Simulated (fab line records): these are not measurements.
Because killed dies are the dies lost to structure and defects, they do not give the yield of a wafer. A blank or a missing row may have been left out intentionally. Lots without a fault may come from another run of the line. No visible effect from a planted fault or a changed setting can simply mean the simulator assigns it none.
Chamber matching / flow n5 finfet / rie si-02 running N5_DUMMY_GATE_ETCH_23: 4 sister chambers
The step etches poly-Si in HBr/Cl2/O2, target depth 41 nm, time 22.3 s. 22 wafers are shown with their chamber, then 11 later ones without.

## EACH WAFER AND ITS CHAMBER
wafer=L076.1; chamber=0; drypump motor current A (A)=5.6; oes product au (a.u.)=0.980
wafer=L076.2; chamber=3; drypump motor current A (A)=6.2; oes product au (a.u.)=1.020
wafer=L076.3; chamber=2; drypump motor current A (A)=5.7; oes product au (a.u.)=0.970
wafer=L076.4; chamber=1; drypump motor current A (A)=6.6; oes product au (a.u.)=0.980
wafer=L076.5; chamber=3; drypump motor current A (A)=6.2; oes product au (a.u.)=1.020
wafer=L076.6; chamber=0; drypump motor current A (A)=5.6; oes product au (a.u.)=0.991
wafer=L077.1; chamber=2; drypump motor current A (A)=5.7; oes product au (a.u.)=0.982
wafer=L077.4; chamber=1; drypump motor current A (A)=6.7; oes product au (a.u.)=0.986
wafer=L077.5; chamber=2; drypump motor current A (A)=5.7; oes product au (a.u.)=0.992
wafer=L078.1; chamber=1; drypump motor current A (A)=6.7; oes product au (a.u.)=0.975
wafer=L078.3; chamber=2; drypump motor current A (A)=5.7; oes product au (a.u.)=0.974
wafer=L078.5; chamber=0; drypump motor current A (A)=5.6; oes product au (a.u.)=1.001
wafer=L079.2; chamber=0; drypump motor current A (A)=5.6; oes product au (a.u.)=0.987
wafer=L079.3; chamber=1; drypump motor current A (A)=6.7; oes product au (a.u.)=0.971
wafer=L079.6; chamber=0; drypump motor current A (A)=5.6; oes product au (a.u.)=0.994
wafer=L081.1; chamber=2; drypump motor current A (A)=5.7; oes product au (a.u.)=0.973
wafer=L081.3; chamber=1; drypump motor current A (A)=6.7; oes product au (a.u.)=0.982
wafer=L081.6; chamber=3; drypump motor current A (A)=6.2; oes product au (a.u.)=1.003
wafer=L086.1; chamber=1; drypump motor current A (A)=6.7; oes product au (a.u.)=0.989
wafer=L086.3; chamber=2; drypump motor current A (A)=5.7; oes product au (a.u.)=0.967
wafer=L086.4; chamber=0; drypump motor current A (A)=5.6; oes product au (a.u.)=0.998
wafer=L090.2; chamber=3; drypump motor current A (A)=6.2; oes product au (a.u.)=1.009

SIGNATURES (averages over the wafers above)
reading=drypump motor current A; chamber 0=5.600; chamber 1=6.683; chamber 2=5.700; chamber 3=6.200; scatter within a chamber=0.0215
reading=oes product au; chamber 0=0.99183; chamber 1=0.98050; chamber 2=0.97633; chamber 3=1.01300; scatter within a chamber=0.008
Rule: distance of a wafer from a chamber = root of the sum over the readings of ((wafer's reading minus chamber's mean) / reading's scatter) squared. The wafer belongs to the nearest chamber; if the next one is less than 2 further off, it can't be placed. The scatter: take each reading less its chamber's mean, square it, sum over the shown wafers, divide by the number of wafers less the number of chambers, and take the root.

## WAFERS WITH NO CHAMBER GIVEN
wafer=L090.5; drypump motor current A (A)=5.6; oes product au (a.u.)=0.994
wafer=L090.6; drypump motor current A (A)=6.2; oes product au (a.u.)=1.003
wafer=L092.1; drypump motor current A (A)=6.7; oes product au (a.u.)=0.977
wafer=L092.2; drypump motor current A (A)=6.2; oes product au (a.u.)=1.006
wafer=L092.5; drypump motor current A (A)=5.7; oes product au (a.u.)=0.946
wafer=L094.3; drypump motor current A (A)=6.7; oes product au (a.u.)=0.991
wafer=L094.4; drypump motor current A (A)=6.2; oes product au (a.u.)=1.016
wafer=L094.5; drypump motor current A (A)=6.6; oes product au (a.u.)=0.995
wafer=L096.2; drypump motor current A (A)=6.7; oes product au (a.u.)=0.992
wafer=L096.3; drypump motor current A (A)=5.7; oes product au (a.u.)=0.967
wafer=L096.4; drypump motor current A (A)=5.6; oes product au (a.u.)=1.003

## WHICH CHAMBER EACH ONE RAN IN
wafer=L090.5; from the rows above=0; in truth=0
wafer=L090.6; from the rows above=3; in truth=3
wafer=L092.1; from the rows above=1; in truth=1
wafer=L092.2; from the rows above=3; in truth=3
wafer=L092.5; from the rows above=2; in truth=2
wafer=L094.3; from the rows above=1; in truth=1
wafer=L094.4; from the rows above=3; in truth=3
wafer=L094.5; from the rows above=1; in truth=1
wafer=L096.2; from the rows above=1; in truth=1
wafer=L096.3; from the rows above=2; in truth=2
wafer=L096.4; from the rows above=0; in truth=0
Correct placement for 11 of the 11. Can't be placed from these rows: 0. Wrongly placed: 0.
